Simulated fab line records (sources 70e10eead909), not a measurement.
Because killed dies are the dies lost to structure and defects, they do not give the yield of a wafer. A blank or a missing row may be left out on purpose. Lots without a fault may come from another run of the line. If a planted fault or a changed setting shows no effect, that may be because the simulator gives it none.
One fault through the eyes of 2 desks | flow nand_harc | numbers are kept per desk, each desk with only its own; the story behind them comes last

== DESK OF THE TOOL OWNER: rie_diel-11 ==
The tool's own readings at NHARC_P_BONDPAD_ETCH_37 (etches the open film in N2/H2, target depth 60 nm, overetch 18 nm, time 65.91 s): means of the sampled wafers that have a number, for each lot that ran on this tool. Marked OUT: a lot whose mean sits more than 4 standard deviations from the usual mean, which makes it out of limits; the brackets give that distance. Shown are 7 of the 8 readings it has, namely the first that went out of limits plus those furthest out on some lot.
Columns: A = bias_w at NHARC_P_BONDPAD_ETCH_37, usual 150.0 W; B = drypump_motor_current_A at NHARC_P_BONDPAD_ETCH_37, usual 5.7 A; C = oes_product_au at NHARC_P_BONDPAD_ETCH_37, usual 0.997 a.u.; D = rf_vpp_V at NHARC_P_BONDPAD_ETCH_37, usual 431.4 V; E = run_length_s at NHARC_P_BONDPAD_ETCH_37, usual 87.2 s; F = showerhead_plenum_p_Torr at NHARC_P_BONDPAD_ETCH_37, usual 2.07 Torr; G = throttle_valve_pct at NHARC_P_BONDPAD_ETCH_37, usual 14.171 %
lot  | first seen here | A     | B   | C     | D     | E              | F    | G
L566 | day 7 13:56     | 150.3 | 5.9 | 1.002 | 432.9 | 87.4           | 2.14 | 14.168
L567 | day 7 15:00     | 150.2 | 5.9 | 0.994 | 433.2 | 87.7           | 2.14 | 14.177
L568 | day 8 09:01     | 149.8 | 5.4 | 0.995 | 431.7 | 87.1           | 2.07 | 14.179
L569 | day 8 14:46     | 149.9 | 5.7 | 1.007 | 432.6 | 87.4           | 2.10 | 14.177
L572 | day 9 21:32     | 150.3 | 5.7 | 0.994 | 432.6 | 87.4           | 2.10 | 14.175
L580 | day 13 12:34    | 149.5 | 5.8 | 0.997 | 430.9 | 86.7           | 2.05 | 14.181
L582 | day 13 21:42    | 149.6 | 6.1 | 1.000 | 432.3 | 73.7 (-25) OUT | 2.07 | 14.167
L583 | day 14 11:13    | 150.3 | 5.8 | 0.994 | 431.3 | 73.5 (-26) OUT | 2.05 | 14.173
This desk finds L582, L583 out of limits, L582 being first, at day 13 21:42 (run_length_s at NHARC_P_BONDPAD_ETCH_37). L566, L567, L568, L569, L572, L580 stayed within limits.

== THE METROLOGY DESK ==
What the gauges read, lot by lot, whatever tool the lot ran on: means of the sampled wafers that have a number. Marked OUT: a lot whose mean sits more than 4 standard deviations from the usual mean, which makes it out of limits; the brackets give that distance.
Columns: A = overlay_x_nm at NHARC_P_BONDPAD_OVL_MEAS_38, usual 2 nm; B = overlay_y_nm at NHARC_P_BONDPAD_OVL_MEAS_38, usual 1 nm
lot  | first seen here | A   | B
L565 | day 6 23:47     | -5  | 4
L566 | day 7 13:44     | 4   | 2
L567 | day 7 14:47     | 9   | -1
L568 | day 8 08:48     | -1  | 0
L569 | day 8 14:33     | 2   | -3
L570 | day 9 04:13     | -3  | -12
L572 | day 9 21:20     | 1   | 0
L573 | day 10 05:09    | -10 | 11
L576 | day 11 15:37    | 2   | 11
L580 | day 13 12:22    | 10  | 5
L582 | day 13 21:29    | 2   | 2
L583 | day 14 11:01    | 2   | 9
L585 | day 15 03:17    | -8  | -7
L584 | day 15 03:47    | 0   | 12
Result from this desk: across the 14 lots, nothing is out of limits.

== TAKEN TOGETHER ==
On L582, L583, at day 13 21:42, an alarm was possible from the tool owner's desk.
Nothing out of limits was seen by the metrology desk.
The metrology desk has L582, L583 on record, within its limits.
The lots listed all ran NHARC_P_BONDPAD_ETCH_37 on rie_diel-11.

== WHAT WAS PUT IN BY THE SIMULATOR ==
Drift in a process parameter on rie_diel-11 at NHARC_P_BONDPAD_ETCH_37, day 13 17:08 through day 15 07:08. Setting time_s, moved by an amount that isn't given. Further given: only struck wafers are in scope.
Shown lots that were struck: L582, L583.
How many hours passed from the start of the fault until each desk's first out-of-limits reading: the tool owner's desk, 5.
